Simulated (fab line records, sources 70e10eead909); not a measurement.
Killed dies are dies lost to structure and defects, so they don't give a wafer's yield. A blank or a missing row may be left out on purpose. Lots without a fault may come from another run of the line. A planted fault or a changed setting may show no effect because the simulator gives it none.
Which tool did it? | flow nand_harc | 13 lots, 39 wafers sampled, at 6 steps of a route of 1302

WHAT THE GAUGES READ, wafer by wafer
NHARC_A_START_INSPECT_01. Usual: raw_defect_count 3.7, standard deviation 1.9.
lot  | measured     | on                | raw_defect_count | flag
L744 | day 6 16:19  | defect_inspect-02 | 5 2 4            |
L746 | day 7 17:42  | defect_inspect-02 | 5 1 3            |
L750 | day 9 08:08  | defect_inspect-01 | 3 4 4            |
L752 | day 10 00:58 | defect_inspect-02 | 2 8 4            |
L753 | day 10 20:09 | defect_inspect-01 | 5 5 0            |
L758 | day 12 14:36 | defect_inspect-02 | 6 4 3            |
L757 | day 12 15:43 | defect_inspect-01 | 5 1 6            |
L760 | day 13 12:48 | defect_inspect-02 | 3 4 4            |
L762 | day 14 03:58 | defect_inspect-01 | 4 4 2            |
L764 | day 15 01:19 | defect_inspect-02 | 3 4 8            |
L765 | day 15 16:06 | defect_inspect-02 | 4 2 3            |
L766 | day 15 22:23 | defect_inspect-02 | 4 1 5            |
L767 | day 16 09:40 | defect_inspect-01 | 4 1 3            |

NHARC_A_ONON_D1_THK_MEAS_05: measures by ellipsometry. Usual: thk_nm 1002 nm, standard deviation 12.
lot  | measured     | on            | thk_nm (nm)    | flag
L744 | day 7 15:57  | film_metro-01 | 1005 1007 1004 |
L746 | day 8 20:31  | film_metro-01 | 1016 1013 1015 |
L750 | day 10 07:46 | film_metro-02 | 1008 1008 1007 |
L752 | day 11 00:25 | film_metro-02 | 1019 1020 1017 |
L753 | day 11 21:51 | film_metro-01 | 992 781 779    | OFF
L758 | day 13 14:32 | film_metro-02 | 1003 1001 1002 |
L757 | day 13 14:31 | film_metro-02 | 990 991 990    |
L760 | day 14 17:43 | film_metro-01 | 980 980 981    |
L762 | day 15 02:38 | film_metro-02 | 1006 1004 1006 |
L764 | day 16 00:46 | film_metro-02 | 1012 1012 1011 |
L765 | day 16 15:23 | film_metro-01 | 1014 1016 1016 |
L766 | day 17 00:12 | film_metro-01 | 1010 1009 1010 |
L767 | day 17 09:29 | film_metro-01 | 1016 1015 1017 |

NHARC_END_SORT_01. Usual: killed_at_array 52, standard deviation 18; killed_at_other 1.0, standard deviation 1.4; killed_at_periphery 3.1, standard deviation 2.3; killed_dies 56, standard deviation 17; killed_open 3.0, standard deviation 1.7; killed_short 2.5, standard deviation 1.7.
lot  | measured     | on        | killed_at_array | killed_at_other | killed_at_periphery | killed_dies | killed_open | killed_short | flag
L753 | day 28 11:28 | prober-02 | 70 675 674      | 0 0 0           | 1 2 3               | 71 677 677  | 2 1 1       | 2 3 1        | OFF

WHICH TOOL RAN EACH LOT (tool, then ch and the chambers of the sampled wafers, then the start)
lot  | NHARC_P_BONDPAD_ACTIVATE_29        | NHARC_A_ZERO_WELL_RTA_16         | NHARC_A_ONON_D1_DEP_03
L744 | rie_diel-08 ch 0,1,2, day 6 15:56  | rtp_anneal-01 ch 0, day 6 18:23  | pecvd_onon-04 ch 0, day 7 15:33
L746 | rie_diel-04 ch 2,3, day 7 17:16    | rtp_anneal-02 ch 0, day 7 19:42  | pecvd_onon-03 ch 0, day 8 20:01
L750 | rie_diel-04 ch 1,2, day 9 07:44    | rtp_anneal-02 ch 0, day 9 10:20  | pecvd_onon-04 ch 0, day 10 07:25
L752 | rie_diel-04 ch 0,1, day 10 00:33   | rtp_anneal-02 ch 0, day 10 03:01 | pecvd_onon-02 ch 0, day 11 00:05
L753 | rie_diel-08 ch 0,1,3, day 10 19:47 | rtp_anneal-01 ch 0, day 10 22:20 | pecvd_onon-03 ch 0, day 11 21:28
L758 | rie_diel-03 ch 0,1,2, day 12 14:12 | rtp_anneal-02 ch 0, day 12 16:42 | pecvd_onon-02 ch 0, day 13 14:01
L757 | rie_diel-08 ch 1,2,3, day 12 15:18 | rtp_anneal-02 ch 0, day 12 17:41 | pecvd_onon-04 ch 0, day 13 14:01
L760 | rie_diel-03 ch 0,1,3, day 13 12:26 | rtp_anneal-01 ch 0, day 13 14:58 | pecvd_onon-03 ch 0, day 14 17:18
L762 | rie_diel-04 ch 1,3, day 14 03:33   | rtp_anneal-02 ch 0, day 14 05:58 | pecvd_onon-02 ch 0, day 15 02:11
L764 | rie_diel-04 ch 0,2,3, day 15 00:55 | rtp_anneal-02 ch 0, day 15 03:25 | pecvd_onon-03 ch 0, day 16 00:15
L765 | rie_diel-03 ch 1,2,3, day 15 15:43 | rtp_anneal-02 ch 0, day 15 18:08 | pecvd_onon-03 ch 0, day 16 14:56
L766 | rie_diel-08 ch 0,1,3, day 15 21:58 | rtp_anneal-01 ch 0, day 16 00:31 | pecvd_onon-02 ch 0, day 16 23:41
L767 | rie_diel-03 ch 0,2,3, day 16 09:17 | rtp_anneal-01 ch 0, day 16 11:50 | pecvd_onon-03 ch 0, day 17 09:01
- NHARC_P_BONDPAD_ACTIVATE_29: chemistry N2, time 60 s.
- NHARC_A_ZERO_WELL_RTA_16: time 10 s.
- NHARC_A_ONON_D1_DEP_03: target thk 1000 nm.

WHAT THE TOOLS THEMSELVES READ (means of the sampled wafers that have a number; where no wafer has one, the mark that the record gives instead)
NHARC_P_BONDPAD_ACTIVATE_29. Usual: drypump_motor_current_A 5.5 A, standard deviation 0.33; oes_product_au 0.998 a.u., standard deviation 0.01; rf_vpp_V 64.2 V, standard deviation 0.94; showerhead_plenum_p_Torr 1.78 Torr, standard deviation 0.081.
lot  | tool        | drypump_motor_current_A (A) | oes_product_au (a.u.) | rf_vpp_V (V) | showerhead_plenum_p_Torr (Torr) | flag
L744 | rie_diel-08 | 5.6                         | 0.999                 | 64.6         | 1.83                            |
L746 | rie_diel-04 | 5.4                         | 1.000                 | 64.4         | 1.73                            |
L750 | rie_diel-04 | 5.3                         | 0.990                 | 64.6         | 1.82                            |
L752 | rie_diel-04 | 5.3                         | 1.005                 | 63.6         | 1.73                            |
L753 | rie_diel-08 | 5.7                         | 0.991                 | 64.3         | 1.75                            |
L758 | rie_diel-03 | 5.4                         | 1.010                 | 63.8         | 1.80                            |
L757 | rie_diel-08 | 5.5                         | 0.997                 | 64.4         | 1.79                            |
L760 | rie_diel-03 | 5.7                         | 1.001                 | 64.1         | 1.81                            |
L762 | rie_diel-04 | 5.2                         | 0.991                 | 64.1         | 1.69                            |
L764 | rie_diel-04 | 5.5                         | 1.004                 | 64.3         | 1.75                            |
L765 | rie_diel-03 | 5.4                         | 0.986                 | 63.9         | 1.78                            |
L766 | rie_diel-08 | 5.6                         | 0.996                 | 63.4         | 1.75                            |
L767 | rie_diel-03 | 5.7                         | 0.992                 | 64.0         | 1.75                            |

NHARC_A_ZERO_WELL_RTA_16. Usual: lamp_power_pct 28.2 %, standard deviation 1.4; wafer_temp_C_max 1006.1, standard deviation 2.
lot  | tool          | lamp_power_pct (%) | wafer_temp_C_max | flag
L744 | rtp_anneal-01 | 29.9               | 1008.2           |
L746 | rtp_anneal-02 | 27.0               | 1004.6           |
L750 | rtp_anneal-02 | 27.0               | 1005.1           |
L752 | rtp_anneal-02 | 27.0               | 1004.3           |
L753 | rtp_anneal-01 | 29.8               | 1007.6           |
L758 | rtp_anneal-02 | 27.0               | 1004.5           |
L757 | rtp_anneal-02 | 27.0               | 1004.8           |
L760 | rtp_anneal-01 | 29.9               | 1007.3           |
L762 | rtp_anneal-02 | 27.0               | 1005.1           |
L764 | rtp_anneal-02 | 27.0               | 1005.6           |
L765 | rtp_anneal-02 | 27.0               | 1004.0           |
L766 | rtp_anneal-01 | 29.9               | 1009.1           |
L767 | rtp_anneal-01 | 29.8               | 1010.3           |

THE ANSWER, worked out from the rows above alone
Rule: a lot is off if the mean of its wafers that have a number lies more than 3 standard deviations from the usual mean. A lot without any number at a reading at which 4 lots or more have one is off too. The other lots that the step has rows for count as sound. The gauges are gone through in route order, then the tools' own readings, and for those a lot's mean is taken as printed above. The first step at which some lot is off is used, and at that step the reading that is off furthest; a lot without a number counts as furthest.
Off: L753, at NHARC_A_ONON_D1_THK_MEAS_05 (thk_nm).
A tool fits if, at a process step before that reading, it ran every lot that is off, and no sound lot after the first of them. The gauges at NHARC_A_ONON_D1_THK_MEAS_05 aren't tried: what is off there is off at NHARC_END_SORT_01 too, on other tools, and a gauge's error can't cause that. None of those tried fits.

WHAT THE SIMULATOR HAD PUT IN
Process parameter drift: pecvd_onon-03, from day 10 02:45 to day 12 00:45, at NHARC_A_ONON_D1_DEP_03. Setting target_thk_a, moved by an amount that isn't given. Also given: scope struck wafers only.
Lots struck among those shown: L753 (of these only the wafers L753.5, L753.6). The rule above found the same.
